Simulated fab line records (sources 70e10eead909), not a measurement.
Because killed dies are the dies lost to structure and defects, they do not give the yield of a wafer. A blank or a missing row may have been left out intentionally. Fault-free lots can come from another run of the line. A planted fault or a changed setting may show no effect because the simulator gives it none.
Problem report, 8D (eight disciplines) form, completed by code | flow nand_harc | the parts of the form that need people (team, actions taken, sign-off) are left out

== 1. WHAT WENT WRONG ==
Wafers without a fault read 2.7 %, standard deviation 1.2; sort_bin_2_pct at NHARC_END_SORT_01 reads a mean of 93.9 % on 6 wafers belonging to 3 lots. Relative to the usual mean, that is a shift of +76 standard deviations.
Seen first at day 30 10:58 on prober-02, wafer L753.5. At this step, 15 wafers from 6 lots have a number in the record. By rule, "out" or "out of limits" means more than 4 standard deviations away from the usual mean. All remaining wafers that have a number are taken as sound.

== 2. WHAT THIS IS AND IS NOT ==
question                    | is                                                                                                                  | is not
which readings at this step | sort_bin_2_pct, defect_limited_yield, killed_at_array, killed_dies, sort_n_pass, sort_rim_yield_pct, sort_yield_pct | killed_at_other, killed_open, killed_short
which lots                  | L753, L754, L755                                                                                                    | L740, L761, L762
which wafers of those lots  | all that have a number                                                                                              | -
read on which gauges        | prober-01, prober-02                                                                                                | -
when                        | from day 30 10:58                                                                                                   | up to then (3 sound wafers); but 6 sound wafers of L761, L762 came after

== 3. SUSPECTS, AND WHAT RULES EACH OUT ==
Counting: any tool at a process step up to the reading is kept as a suspect provided that every lot that is out went through it and no sound lot did after the first of them.
- the gauge at NHARC_END_SORT_01 is ruled out. The wafers that are out were read on 2 gauges (prober-01, prober-02).
- pvd_sputter-01 at NHARC_A_M1_PRE_CLEAN_30 (time 30 s): ruled out as a lasting fault. After its first lot that is out, L754 (day 28 18:19), sound lots L761 ran on it. NHARC_A_M1_PRE_CLEAN_30: start missing for some lots; hours and lot order therefore follow NHARC_A_M1_PVD_21.
- pvd_sputter-01 at NHARC_A_M1_PVD_20 (deposits TaN, target thk 5 nm, time 8.06 s): ruled out as a lasting fault. After its first lot that is out, L754 (day 28 18:19), sound lots L761 ran on it. NHARC_A_M1_PVD_20: start missing for some lots; hours and lot order therefore follow NHARC_A_M1_PVD_21.
- pvd_sputter-01 at NHARC_A_M1_PVD_21 (deposits Cu, target thk 30 nm, time 20.49 s): ruled out as a lasting fault. After its first lot that is out, L754 (day 28 18:19), sound lots L761 ran on it.
Left after counting: nothing in the record.

== 4. THE CAUSE (what the simulator had put in) ==
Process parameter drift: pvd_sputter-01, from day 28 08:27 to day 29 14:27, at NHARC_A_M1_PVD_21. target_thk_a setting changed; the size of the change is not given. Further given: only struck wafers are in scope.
Counting ruled it out, wrongly: the rule takes a fault to strike every lot that its tool runs from its start on, and this one did not.

== 5. SEQUENCE OF EFFECTS, ordered by route ==
Each row: a reading where the mean over the struck wafers with a number is more than 3 standard deviations away from the usual. Scope: only readings with a usual standard deviation given in the record; hours: median across lots of the time from each lot's start at the first step in this table that gives one to its start at this step; sigmas: change in usual standard deviations.
hours | step              | reading              | usual  | on struck wafers | change | sigmas
0     | NHARC_END_SORT_01 | defect_limited_yield | 92.3 % | 0.0              | -92.3  | -34
0     | NHARC_END_SORT_01 | killed_at_array      | 47     | 669              | +622   | +35
0     | NHARC_END_SORT_01 | killed_dies          | 52     | 677              | +625   | +35
0     | NHARC_END_SORT_01 | sort_bin_2_pct       | 2.7 %  | 93.9             | +91.2  | +76
0     | NHARC_END_SORT_01 | sort_n_pass          | 625    | 0                | -625   | -35
0     | NHARC_END_SORT_01 | sort_rim_yield_pct   | 89 %   | 0                | -89    | -20
0     | NHARC_END_SORT_01 | sort_yield_pct       | 92.3 % | 0.0              | -92.3  | -34

== 6. HOW IT WOULD HAVE BEEN CAUGHT EARLIER ==
In this record the first reading out of limits at a measuring or inspecting step was taken at day 30 10:58, 51 hours after the fault began at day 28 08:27.
Of the tool readings at NHARC_A_M1_PVD_21 for which the record gives a usual standard deviation, none was out on any struck wafer, so an alarm limit of 4 standard deviations on them would not have fired.
